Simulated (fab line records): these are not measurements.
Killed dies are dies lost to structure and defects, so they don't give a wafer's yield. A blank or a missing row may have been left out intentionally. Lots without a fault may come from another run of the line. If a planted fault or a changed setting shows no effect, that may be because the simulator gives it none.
fab line records | flow n5_finfet | part 2 of 2: steps 4 to 6 of 6
[record] lots = 22 wafers = 66 last_day = 20
route steps=1938 shown BEOL_M5@1130
lots that met no fault: taken from a fault-free run of the same line
start_h: start of the lot's first displayed wafer, in hours after the record's first day | wait_h: hours since the lot's step before | " identical to the entry in the row above | L1.1+2: a single row standing in for several wafers | - either no value or no given start | * or withheld: withheld | < > ~ a bound
route shown NAME@n: a module of which the file shows steps, and the number in the route of the first | usual: the fault-free wafers' mean and standard deviation | same: alike in all rows | chamber/n: place in a boat | sites: per-site readings | _std_site: the values' standard deviation | _edge_site: inner sites' mean taken away from outer sites' mean | radius_mm: how far each site lies from the wafer's centre | mask NAME#n: copy n | behind: the last tool/chamber to shape the wafer | hold: cause of the lot's hold/its duration in hours/its outcome | device: names the non-switching transistor (n, p or np) | end of line: tests run on the same wafers once the route is complete | a step with no rows: only its recipe | killed: the dies lost at the first sort to structure and to defects; this is not the yield of the wafer | map: dies across one wafer; x = killed, . = not, _ = none there
set.NAME: the setting as run; set.NAME@STEP: as run at that earlier step | model.NAME: the simulator's own value behind a step, which no gauge read
steps of the route over a sample of lots; a table a step, a row a wafer
services: a tool's chamber out of use, with start hour (start_h, from the record's first day; less than 0 if before it), hours out, and reason
[[steps]]
[step N5_BEOL_M5_STRIP_91]
[recipe] chemistry = N2/H2 time_s = 10 power_w = 450 temp_c = 40 pressure_mtorr = 20 rf_frequency_hz = 6e+07 bias_power_w = 7 n2_flow_sccm = 200 h2_flow_sccm = 200
[usual] drypump_motor_current_A = 5.5/0.46 oes_product_au = 0.77/0.096 rf_vpp_V = 59.3/0.99 showerhead_plenum_p_Torr = 2.58/0.076 throttle_valve_pct = 23.66/0.25
[same] time_s = 10
// columns lot.wafer tool chamber start_h wait_h drypump_motor_current_A oes_product_au rf_hours_counter_h rf_vpp_V showerhead_plenum_p_Torr throttle_valve_pct
L074.2 rie_diel-04 1 - - 6.1 0.67 237 61.2 2.40 23.52
L074.3 " 3 " " 5.7 0.75 145 58.1 2.53 23.52
L074.5 " 1 " " 6.1 0.67 - 59.3 2.40 23.52
L075.1 rie_diel-02 0 - - 5.1 0.68 204 59.6 2.63 23.74
L075.5 " 3 " " 5.5 0.82 - 59.5 2.68 23.29
L075.6 " 2 " " 4.8 0.83 - 59.8 2.68 24.38
L076.2 rie_diel-04 3 - - 5.6 0.75 151 59.0 2.53 23.51
L076.3 " 1 " " 6.1 0.67 244 57.9 2.40 23.53
L076.5 " 0 " " 6.1 1.00 - 59.2 2.60 23.71
L077.4 rie_diel-04 1 - - 6.1 0.67 244 59.0 2.40 23.53
L077.5 " 0 " " 6.1 1.00 - 57.9 2.60 23.71
L077.6 " 3 " " 5.6 0.75 - 57.9 2.53 23.54
L079.3 rie_diel-02 1 - - 5.0 0.76 163 60.8 2.64 23.47
L079.5 " 0 " " 5.0 0.68 - 59.3 2.63 23.77
L079.6 " 1 " " 5.0 0.75 - 57.8 2.64 23.47
L078.1 rie_diel-04 2 - - 5.5 0.71 208 59.2 2.51 23.74
L078.2 " 1 " " 6.1 0.67 246 58.2 2.40 23.53
L078.6 " 1 " " 6.1 0.67 - 58.0 2.40 23.54
L081.2 rie_diel-01 3 - - 4.7 0.73 183 59.5 2.63 23.38
L081.5 " 2 " " 5.0 0.75 - 58.4 2.53 23.72
L081.6 " 1 " " 5.8 0.69 - 61.4 2.61 24.13
L080.3 rie_diel-02 1 - - 5.1 0.75 164 60.0 2.64 23.45
L080.4 " 3 " " 5.5 0.80 91 60.5 2.68 23.29
L080.6 " 2 " " 4.8 0.82 - 57.4 2.68 24.40
L082.2 rie_diel-04 1 - - 6.1 0.67 249 57.7 2.40 23.53
L082.4 " 0 " " 6.1 0.99 6 59.2 2.60 23.70
L082.5 " 2 " " 5.5 0.70 - 59.2 2.51 23.75
L083.2 rie_diel-01 3 - - 4.7 0.72 193 59.9 2.63 23.39
L083.5 " 0 " " 5.5 0.74 - 59.7 2.64 23.54
L083.6 " 3 " " 4.6 0.73 - 60.8 2.63 23.39
L084.1 rie_diel-01 0 - - 5.5 0.73 172 60.7 2.64 23.53
L084.3 " 2 " " 5.0 0.72 179 58.8 2.53 23.72
L084.4 " 3 " " 4.7 0.72 197 59.4 2.63 23.40
L085.1 rie_diel-01 1 - - 5.7 0.95 4 58.3 2.60 23.88
L085.2 " 3 " " 4.7 0.71 201 60.0 2.63 23.39
L085.5 " 2 " " 5.0 0.73 - 58.9 2.52 23.74
L086.2 rie_diel-04 1 - - 6.1 0.93 10 60.1 2.71 23.32
L086.4 " 3 " " 5.7 0.72 176 58.5 2.52 23.55
L086.6 " 0 " " 6.1 0.91 - 60.2 2.59 23.72
L087.2 rie_diel-01 1 - - 5.8 0.95 6 61.1 2.60 23.85
L087.5 " 0 " " 5.5 0.72 - 59.6 2.63 23.53
L087.6 " 1 " " 5.8 0.95 - 59.0 2.60 23.86
L088.1 rie_diel-04 1 - - 6.1 0.92 17 60.3 2.71 23.34
L088.2 " 2 " " 5.5 0.69 237 60.3 2.50 23.78
L088.4 " 3 " " 5.6 0.72 182 59.5 2.52 23.56
L090.2 rie_diel-04 3 - - 5.6 0.72 187 60.7 2.52 23.56
L090.4 " 2 " " 5.5 0.69 242 61.4 2.50 23.78
L090.6 " 2 " " 5.5 0.69 - 58.9 2.50 23.78
L094.2 rie_diel-04 2 - - 5.5 0.68 243 59.4 2.50 23.77
L094.3 " 3 " " 5.7 0.71 189 59.8 2.52 23.57
L094.5 " 3 " " 5.7 0.72 - 58.8 2.52 23.56
L092.3 rie_diel-01 1 - - 5.8 0.91 22 59.9 2.60 23.89
L092.4 " 0 " " 5.5 0.71 - 58.6 2.63 23.57
L092.5 " 1 " " 5.7 0.92 - 59.4 2.60 23.89
L093.1 rie_diel-02 2 - - 4.8 0.79 115 58.5 2.66 24.43
L093.2 " 3 " " 5.5 0.77 126 59.3 2.66 23.34
L093.5 " 2 " " 4.8 0.79 - 60.7 2.67 24.43
L091.2 rie_diel-02 0 - - 5.0 0.65 248 58.7 2.61 23.79
L091.4 " 1 " " 5.1 0.71 201 60.2 2.63 23.50
L091.6 " 1 " " 5.0 0.72 - 59.8 2.63 23.53
L095.1 rie_diel-04 2 - - 5.5 0.68 246 59.3 2.49 23.80
L095.4 " 0 " " 6.1 0.89 43 58.8 2.59 23.76
L095.5 " 0 " " 6.1 0.89 - 59.2 2.59 23.77
L096.1 rie_diel-04 2 - - 5.5 0.68 250 59.8 2.49 23.80
L096.4 " 0 " " 6.1 0.88 46 58.1 2.58 23.75
L096.6 " 0 " " 6.1 0.89 - 59.5 2.58 23.75
[step N5_BEOL_M5_SPUTTER_48]
[recipe] material = Cu target_thk_a = 150 temp_c = -20 chamber_pressure_pa = 0.07 power_w = withheld time_s = 27.62
[usual] chuck_gas_flow_sccm = 1.27/0.052 throttle_valve_pct = 30.2/1.4
[same] time_s = 27.62
// columns lot.wafer tool chamber start_h wait_h chuck_gas_flow_sccm throttle_valve_pct
L074.2 pvd_sputter-01 - 201.80 0.1 1.29 32.9
L074.3 " - " " 1.24 29.2
L074.5 " - " " 1.37 32.8
L075.1 pvd_sputter-02 - 202.27 0.1 1.22 29.3
L075.5 " - " " 1.32 32.2
L075.6 " - " " 1.28 29.5
L076.2 pvd_sputter-01 - 218.75 0.2 1.20 29.9
L076.3 " - " " 1.31 29.6
L076.5 " - " " 1.31 28.5
L077.4 pvd_sputter-02 - 220.48 0.0 1.34 32.6
L077.5 " - " " 1.34 29.2
L077.6 " - " " 1.29 29.4
L079.3 pvd_sputter-02 - 225.47 0.3 1.27 29.2
L079.5 " - " " 1.31 29.3
L079.6 " - " " 1.28 29.3
L078.1 pvd_sputter-03 - 226.10 0.1 1.25 32.3
L078.2 " - " " 1.31 29.4
L078.6 " - " " 1.31 29.6
L081.2 pvd_sputter-01 - 229.63 0.1 1.23 28.2
L081.5 " - " " 1.23 29.8
L081.6 " - " " 1.22 28.3
L080.3 pvd_sputter-02 - 231.14 0.1 1.29 29.6
L080.4 " - " " 1.39 29.2
L080.6 " - " " 1.20 29.4
L082.2 pvd_sputter-03 - 231.57 0.4 1.24 31.2
L082.4 " - " " 1.35 29.7
L082.5 " - " " 1.30 30.9
L083.2 pvd_sputter-01 - 263.16 0.2 1.29 32.9
L083.5 " - " " 1.24 29.2
L083.6 " - " " 1.25 28.3
L084.1 pvd_sputter-01 - 273.29 0.1 1.31 28.1
L084.3 " - " " 1.30 29.2
L084.4 " - " " 1.34 29.6
L085.1 pvd_sputter-02 - 289.49 1.2 1.30 29.3
L085.2 " - " " 1.34 29.3
L085.5 " - " " 1.32 29.1
L086.2 pvd_sputter-03 - 297.76 0.2 1.26 29.4
L086.4 " - " " 1.24 32.6
L086.6 " - " " 1.26 31.0
L087.2 pvd_sputter-02 - 298.11 0.1 1.23 29.3
L087.5 " - " " 1.21 32.4
L087.6 " - " " 1.23 29.5
L088.1 pvd_sputter-03 - 319.38 0.1 1.25 31.2
L088.2 " - " " 1.31 29.9
L088.4 " - " " 1.25 32.5
L090.2 pvd_sputter-02 - 335.99 0.7 1.27 29.3
L090.4 " - " " 1.30 29.2
L090.6 " - " " 1.22 32.4
L094.2 pvd_sputter-01 - 341.71 0.2 1.31 33.1
L094.3 " - " " 1.26 29.8
L094.5 " - " " 1.23 29.4
L092.3 pvd_sputter-01 - 346.25 1.2 1.29 28.3
L092.4 " - " " 1.35 29.7
L092.5 " - " " 1.18 29.9
L093.1 pvd_sputter-03 - 346.74 0.2 1.33 29.5
L093.2 " - " " 1.17 32.5
L093.5 " - " " 1.31 30.9
L091.2 pvd_sputter-02 - 350.14 1.9 1.34 29.4
L091.4 " - " " 1.31 29.1
L091.6 " - " " 1.34 28.9
L095.1 pvd_sputter-03 - 353.38 0.1 1.24 29.5
L095.4 " - " " 1.21 31.2
L095.5 " - " " 1.26 30.2
L096.1 pvd_sputter-01 - 370.23 0.3 1.29 28.6
L096.4 " - " " 1.20 29.8
L096.6 " - " " 1.28 29.8
[step N5_BEOL_M5_SPUTTER_83]
[recipe] material = Cu target_thk_a = 150 temp_c = -20 chamber_pressure_pa = 0.07 power_w = withheld time_s = 27.62
[usual] chuck_gas_flow_sccm = 1.27/0.05 throttle_valve_pct = 30.2/1.4
[same] time_s = 27.62
// columns lot.wafer tool chamber start_h wait_h chuck_gas_flow_sccm throttle_valve_pct
L074.2 pvd_sputter-01 - 203.97 0.5 1.31 32.8
L074.3 " - " " 1.19 29.4
L074.5 " - " " 1.31 33.0
L075.1 pvd_sputter-02 - 204.44 0.5 1.30 29.2
L075.5 " - " " 1.23 32.6
L075.6 " - " " 1.33 29.5
L076.2 pvd_sputter-01 - 220.92 0.5 1.25 29.7
L076.3 " - " " 1.21 29.5
L076.5 " - " " 1.22 28.3
L077.4 pvd_sputter-02 - 222.66 0.5 1.35 32.6
L077.5 " - " " 1.28 29.0
L077.6 " - " " 1.21 29.5
L079.3 pvd_sputter-02 - 227.64 0.5 1.20 29.2
L079.5 " - " " 1.24 29.3
L079.6 " - " " 1.27 29.3
L078.1 pvd_sputter-03 - 228.28 0.5 1.23 32.2
L078.2 " - " " 1.28 29.5
L078.6 " - " " 1.30 29.4
L081.2 pvd_sputter-01 - 231.81 0.5 1.29 28.4
L081.5 " - " " 1.29 29.7
L081.6 " - " " 1.27 28.6
L080.3 pvd_sputter-02 - 233.31 0.5 1.32 29.4
L080.4 " - " " 1.34 29.3
L080.6 " - " " 1.20 29.3
L082.2 pvd_sputter-03 - 233.74 0.5 1.24 31.0
L082.4 " - " " 1.37 29.5
L082.5 " - " " 1.29 30.9
L083.2 pvd_sputter-01 - 265.34 0.5 1.35 33.0
L083.5 " - " " 1.27 29.4
L083.6 " - " " 1.28 28.5
L084.1 pvd_sputter-01 - 275.46 0.5 1.20 28.5
L084.3 " - " " 1.26 29.2
L084.4 " - " " 1.26 29.8
L085.1 pvd_sputter-02 - 291.66 0.5 1.28 29.2
L085.2 " - " " 1.24 29.0
L085.5 " - " " 1.31 29.0
L086.2 pvd_sputter-03 - 299.94 0.5 1.17 29.6
L086.4 " - " " 1.30 32.3
L086.6 " - " " 1.33 31.0
L087.2 pvd_sputter-02 - 300.29 0.5 1.26 29.1
L087.5 " - " " 1.23 32.5
L087.6 " - " " 1.31 29.3
L088.1 pvd_sputter-03 - 321.56 0.5 1.31 31.0
L088.2 " - " " 1.26 29.8
L088.4 " - " " 1.18 32.5
L090.2 pvd_sputter-02 - 338.16 0.5 1.31 29.1
L090.4 " - " " 1.22 29.5
L090.6 " - " " 1.31 32.4
L094.2 pvd_sputter-01 - 343.88 0.5 1.25 32.6
L094.3 " - " " 1.31 29.6
L094.5 " - " " 1.20 29.6
L092.3 pvd_sputter-01 - 348.43 0.5 1.20 28.4
L092.4 " - " " 1.25 29.7
L092.5 " - " " 1.31 29.9
L093.1 pvd_sputter-03 - 348.91 0.5 1.37 29.4
L093.2 " - " " 1.29 32.3
L093.5 " - " " 1.27 31.0
L091.2 pvd_sputter-02 - 352.31 0.5 1.23 29.7
L091.4 " - " " 1.32 28.9
L091.6 " - " " 1.27 29.3
L095.1 pvd_sputter-03 - 355.56 0.5 1.36 29.4
L095.4 " - " " 1.19 31.0
L095.5 " - " " 1.25 29.8
L096.1 pvd_sputter-01 - 372.40 0.5 1.26 28.1
L096.4 " - " " 1.26 29.8
L096.6 " - " " 1.25 29.7
[[services]]
// columns tool chamber start_h hours kind
rie_diel-04 1 180.16 11.0 repair
rie_diel-04 0 191.20 - clean
rie_diel-04 0 191.20 - consumable_replace:focus_ring
rie_diel-04 0 191.20 20.1 scheduled_down
rie_diel-04 0 191.20 20.1 vent_cycle
rie_diel-02 - 195.75 0.3 repair
rie_diel-02 3 210.60 4.7 repair
rie_diel-04 1 237.23 - clean
rie_diel-04 1 237.23 - consumable_replace:focus_ring
rie_diel-04 1 237.23 - consumable_replace:showerhead
rie_diel-04 1 237.23 24.6 scheduled_down
rie_diel-04 1 237.23 24.6 vent_cycle
rie_diel-02 - 249.18 0.2 repair
rie_metal-02 - 251.55 0.3 repair
rie_metal-03 - 274.07 1.4 pm
rie_diel-01 1 291.76 3.0 repair
rie_diel-02 2 294.86 20.4 repair
rie_diel-01 3 342.61 28.4 repair
rie_diel-01 - 343.93 0.2 repair
rie_metal-02 - 348.74 14.6 pm
rie_diel-02 3 351.99 7.2 repair
rie_diel-04 2 369.75 - clean
rie_diel-04 2 369.75 - consumable_replace:focus_ring
rie_diel-04 2 369.75 20.7 scheduled_down
